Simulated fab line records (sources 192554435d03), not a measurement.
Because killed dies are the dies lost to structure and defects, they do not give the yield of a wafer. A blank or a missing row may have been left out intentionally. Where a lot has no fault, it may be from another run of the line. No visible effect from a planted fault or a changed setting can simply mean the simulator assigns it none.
Chamber matching + flow n5-finfet + N5_BEOL_M8_ETCH_72 on rie-diel-02 has 4 sister chambers
The step etches underlayer in N2/H2, target depth 6.5 nm, time 5.2 s. 4 wafers are shown with their chamber, then 7 later ones without.

WAFERS WITH THEIR CHAMBER
| wafer  | chamber | drypump-motor-current-A (A) |
|--------|---------|-----------------------------|
| L083.1 | 2       | 5.7                         |
| L086.5 | 1       | 6.5                         |
| L088.1 | 3       | 6.0                         |
| L088.3 | 0       | 6.2                         |

WAFERS WITHOUT THEIR CHAMBER
| wafer  | drypump-motor-current-A (A) |
|--------|-----------------------------|
| L088.6 | 6.0                         |
| L093.2 | 6.5                         |
| L093.4 | 6.5                         |
| L093.5 | 6.5                         |
| L097.4 | 6.3                         |
| L097.5 | 6.6                         |
| L097.6 | 5.7                         |

EACH ONE'S CHAMBER
| wafer  | from the rows above     | in truth |
|--------|-------------------------|----------|
| L088.6 | 3                       | 3        |
| L093.2 | 1                       | 1        |
| L093.4 | 1                       | 1        |
| L093.5 | 1                       | 1        |
| L097.4 | can't be placed: 0 or 1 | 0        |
| L097.5 | 1                       | 1        |
| L097.6 | 2                       | 2        |
6 of 7 placed correctly. Not placeable from these rows: 1 (in 1, the candidates include the true chamber). Wrongly placed: 0.
How it was worked out, from the rows above alone: a wafer's distance from a chamber is the root of the sum, over the readings, of the square of ((its reading less the chamber's mean) divided by the reading's scatter). The wafer belongs to the nearest chamber; if the next one is less than 2 further off, it can't be placed. Each chamber's mean is taken over the wafers shown for it. The scatter (one wafer shown for each chamber): square how far every hidden wafer sits from the nearest shown wafer, average those squares and take the square root.
